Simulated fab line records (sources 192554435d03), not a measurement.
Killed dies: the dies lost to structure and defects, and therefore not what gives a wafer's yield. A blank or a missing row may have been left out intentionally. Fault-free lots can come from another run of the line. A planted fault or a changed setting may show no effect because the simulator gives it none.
Lot-split experiment	flow n5-finfet	route with 1938 steps; 7 lots, 39 wafers read

== ON THE SPLIT ==
At N5_FIN_SAQP_ALD_61 (deposits SiO2, target thk 4 nm, pulse time 1 s, purge time 2 s), the setting ald-cycles was moved away from the recipe's 43 on 15 of the 39 wafers read, by +20.9% to +55.8%. For the rest of the wafers, this setting stayed at what the recipe calls for.

Reading taken at the split's own step.

== THE READING ==
SiO2_of_FIN_SAQP_ALD_61.thk-nm (the simulator's own value, which no gauge read), in nm, at N5_FIN_SAQP_ALD_61 (deposits SiO2, target thk 4 nm, pulse time 1 s, purge time 2 s). No usual value for it is given in the file. Here, 24 wafers ran the recipe; their average is 4.000 nm with a standard deviation of 0.017 nm.

wafer	tool, chamber at the split	ald-cycles as run	against the recipe	SiO2_of_FIN_SAQP_ALD_61.thk-nm, nm	against lot-mates on the recipe
L075.1	ald-sin-01, 2	52	+20.9%	4.806	+0.823
L075.2	ald-sin-01, 3	52	+20.9%	4.822	+0.839
L075.3	ald-sin-01, 0	52	+20.9%	4.833	+0.850
L075.4	ald-sin-01, 1	43	recipe	3.994	-
L075.5	ald-sin-01, 0	43	recipe	3.975	-
L075.6	ald-sin-01, 1	43	recipe	3.981	-
L076.1	ald-sin-01, 1	43	recipe	3.968	-
L076.2	ald-sin-01, 3	43	recipe	4	-
L076.3	ald-sin-01, 2	43	recipe	4.001	-
L076.4	ald-sin-01, 0	43	recipe	4.007	-
L076.5	ald-sin-01, 0	43	recipe	4.01	-
L076.6	ald-sin-01, 3	43	recipe	3.995	-
L079.4	ald-sin-01, 0	43	recipe	3.998	-
L079.5	ald-sin-01, 1	43	recipe	3.995	-
L079.6	ald-sin-01, 0	43	recipe	4.005	-
L086.1	ald-sin-04, 1	43	recipe	4.006	-
L086.2	ald-sin-04, 3	60	+39.5%	5.606	+1.593
L086.3	ald-sin-04, 0	60	+39.5%	5.616	+1.603
L086.4	ald-sin-04, 2	43	recipe	4.014	-
L086.5	ald-sin-04, 2	60	+39.5%	5.589	+1.576
L086.6	ald-sin-04, 1	43	recipe	4.019	-
L088.1	ald-sin-01, 3	43	recipe	3.993	-
L088.2	ald-sin-01, 0	64	+48.8%	5.957	+1.952
L088.3	ald-sin-01, 2	43	recipe	4.013	-
L088.4	ald-sin-01, 1	64	+48.8%	5.947	+1.942
L088.5	ald-sin-01, 0	43	recipe	4.008	-
L088.6	ald-sin-01, 1	64	+48.8%	5.939	+1.934
L092.1	ald-sin-01, 3	43	recipe	4.006	-
L092.2	ald-sin-01, 2	67	+55.8%	6.247	+2.262
L092.3	ald-sin-01, 1	67	+55.8%	6.238	+2.253
L092.4	ald-sin-01, 0	43	recipe	3.985	-
L092.5	ald-sin-01, 1	43	recipe	3.963	-
L092.6	ald-sin-01, 0	67	+55.8%	6.236	+2.251
L096.1	ald-sin-04, 3	57	+32.6%	5.319	+1.298
L096.2	ald-sin-04, 2	43	recipe	4.044	-
L096.3	ald-sin-04, 0	57	+32.6%	5.302	+1.281
L096.4	ald-sin-04, 1	57	+32.6%	5.309	+1.288
L096.5	ald-sin-04, 1	43	recipe	4.001	-
L096.6	ald-sin-04, 0	43	recipe	4.019	-

THE FIT
A straight line over all 39 wafers: SiO2_of_FIN_SAQP_ALD_61.thk-nm changes by +0.0401 nm for each +1% of ald-cycles; r = +1.00; the points scatter about the line by 0.017 nm.
The same after taking each lot's own level away (the mean of its wafers on the recipe; 39 wafers): +0.0401 nm for each +1%; r = +1.00; scatter 0.014 nm.
According to that fit, moving ald-cycles by its largest amount changes the reading by 2.2 nm.
Measured against the standard deviation above, the lots' own levels, which go from 3.9833 to 4.0213 nm, span 2.2 times it.
Hence the lot-to-lot level has little effect on the slope; both slopes agree.
Check: for one of the wafers moved furthest among these (+55.8%), held out of the fit, the line's prediction against its lot-mates is +2.23 nm. Against them it came out at +2.26 nm.

== THE FILE'S OWN FIT ==
SiO2_of_FIN_SAQP_ALD_61.thk-nm changes by +0.0401 nm for each +1% of ald-cycles, r = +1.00.
